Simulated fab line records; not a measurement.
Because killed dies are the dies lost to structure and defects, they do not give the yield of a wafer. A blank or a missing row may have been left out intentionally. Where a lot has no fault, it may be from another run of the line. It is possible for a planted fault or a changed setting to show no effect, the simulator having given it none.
A struck lot beside a sound one :: flow n5 finfet :: 37 out of 1938 route steps
Sound: the wafers L782.1, L782.3, L782.5. The struck wafers were L785.1, L785.5. The cause comes at the end.
For every step that has rows: the tool of each side, followed by ch and its chambers, followed by its first start. Under that, the readings that differ: sound wafers :: struck wafers :: difference of the means :: sigmas: that difference in standard deviations of wafers without a fault.
alike: words and numbers the same on both sides, and readings whose means are apart by under 2 such deviations; not compared: readings that were withheld, readings missing a value for some wafer, numbers with overlapping values and no deviation given by the record, and bounds like >300 which may hide the same value.
The two part at a step that has a row with sigmas, a row that says differs or no value, or rows on one side only. Numbers that have no deviation but don't overlap get no sigmas and don't part them. A reading that every wafer of one side lacks parts them only if that side has two wafers or more.

first, 9 steps without rows for these wafers: N5_BEOL_M11_ALD_74 (deposits TaN, target thk 2 nm, pulse time 2 s, purge time 3 s); N5_BEOL_M11_SURFACE_TREAT_76; N5_BEOL_M11_CVD_75 (deposits Co from CCTBA/H2, target thk 2 nm, time 138.9 s); N5_BEOL_M11_SPUTTER_48 (material Cu, target thk 12 nm, time 2 s); N5_BEOL_M11_ECD_50 (material Cu, target thk 318 nm); N5_BEOL_M11_ANNEAL_51 (time 90 s); N5_BEOL_M11_CMP_52 (polishes, stops on SiCOH lowk, t overpolish 7 s, target thk 140 nm); N5_BEOL_M11_PRE_CLEAN_55 (time 15 s); N5_BEOL_M11_DEP_56 (deposits SiCN from 3MS/NH3, target thk 30 nm, time 10.5 s).
N5_BEOL_M12_ILD_DEP_00: deposits SiOC from DEMS/O2, target thk 658.92 nm, time 130.7 s.
  sound on pecvd-03 ch 1,2, day 12 00:59; struck on pecvd-03 ch 0,1, day 14 01:56
reading: run length s (s)
sound: 176.2 175.5 175.9
struck: 194.8 195.1
difference: +19.1
sigmas: +29

reading: model.SiOC_of_BEOL_M12_ILD_DEP_00.thk nm (nm)
sound: 654.6 643.4 664.8
struck: 748 765
difference: +102
sigmas: 
  alike: heater power w, rf fwd power W, showerhead plenum p Torr, throttle valve pct
N5_BEOL_M12_THK_MEAS_01:
  sound on film metro-01 at day 12 01:08; struck on film metro-02 at day 14 02:04
reading: M12_ILD_THK (nm)
sound: 655 644 665
struck: 749 765
difference: +102
sigmas: +11
then, 10 steps without rows for these wafers: N5_BEOL_M12_COAT_58 (time 60 s, resist thk 89 nm); N5_BEOL_M12_COAT_04 (resist thk 400 nm); N5_BEOL_M12_EBR_06; N5_BEOL_M12_SOFTBAKE_05 (time 60 s); N5_BEOL_M12_EXPOSE_07 (exposes mask V11); N5_BEOL_M12_PEB_08 (peb time 90 s); N5_BEOL_M12_DEVELOP_09 (develop time 45 s); N5_BEOL_M12_HARDBAKE_14 (time 120 s); N5_BEOL_M12_DESCUM_15 (chemistry O2, time 7.9 s); N5_BEOL_M12_ETCH_59 (etches BARC in N2/H2, target depth 89 nm, overetch 26.7 nm, time 67.9 s).
N5_BEOL_M12_VIA_ETCH_16: etches SiOC in C4F8/O2/Ar, target depth 724.8 nm.
  sound on rie diel-01 ch 0,1,2, day 12 01:44; struck on rie diel-06 ch 0,3, day 14 02:45
reading: model.etch.depth nm (nm)
sound: 654.6 643.5 664.7
struck: 748 764.9
difference: +102
sigmas: 

reading: model.coat_of_BEOL_M12_COAT_04.thk nm (nm)
sound: 125 129.6 123.4
struck: 94.8 88.2
difference: -34.5
sigmas: 
  alike: drypump motor current A, oes product au, rf fwd power W, rf vpp V, showerhead plenum p Torr, throttle valve pct
N5_BEOL_M12_STRIP_63: strips in N2/H2.
  sound on plasma asher-01 ch 0,1, day 12 01:56; struck on plasma asher-01 ch 0,1, day 14 02:57
reading: oes product au (a.u.)
sound: 0.693 0.700 0.699
struck: 0.686 0.681
difference: -0.014
sigmas: -3

reading: strip time to endpoint s (s)
sound: 43.0 44.2 42.6
struck: 34.8 32.9
difference: -9.4
sigmas: -10
  alike: drypump motor current A, heater power w
  not compared: rf hours counter h
then, 12 steps without rows for these wafers: N5_BEOL_M12_STRIP_64 (strips in N2/H2); N5_BEOL_M12_STRIP_71 (strips in post etch residue remover, time 60 s); N5_BEOL_M12_SRD_72 (time 30 s, dry time 30 s); N5_BEOL_M12_COAT_65 (time 60 s, resist thk 300 nm); N5_BEOL_M12_COAT_66 (time 60 s, resist thk 110 nm); N5_BEOL_M12_COAT_22 (resist thk 300 nm); N5_BEOL_M12_EBR_24; N5_BEOL_M12_SOFTBAKE_23 (time 60 s); N5_BEOL_M12_EXPOSE_25 (exposes mask M12); N5_BEOL_M12_PEB_26 (peb time 90 s); N5_BEOL_M12_DEVELOP_27 (develop time 45 s); N5_BEOL_M12_HARDBAKE_32 (time 120 s).
N5_BEOL_M12_CMP_49: polishes, stops on SiOC, t overpolish 20.6 s, target thk 320 nm.
  sound on cmp-01 ch 0,1,2, day 12 06:05; struck on cmp-03 ch 3, day 14 06:57
reading: model.SiOC_of_BEOL_M12_ILD_DEP_00.thk nm (nm)
sound: 595.6 581 602.6
struck: 686.2 703.2
difference: +101.6
sigmas: 
  alike: clearing platen down force psi, motor current A
N5_PASSIVATION_PROBE_49:
  the record has rows for the struck wafers here (prober-02, day 15 20:30) and none for the sound ones

== WHERE THEY PART ==
Earliest at N5_BEOL_M12_ILD_DEP_00; latest, in this record, at N5_PASSIVATION_PROBE_49.

WHY: the cause the simulator had injected
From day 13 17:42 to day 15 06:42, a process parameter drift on pecvd-03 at N5_BEOL_M12_ILD_DEP_00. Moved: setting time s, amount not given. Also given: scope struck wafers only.
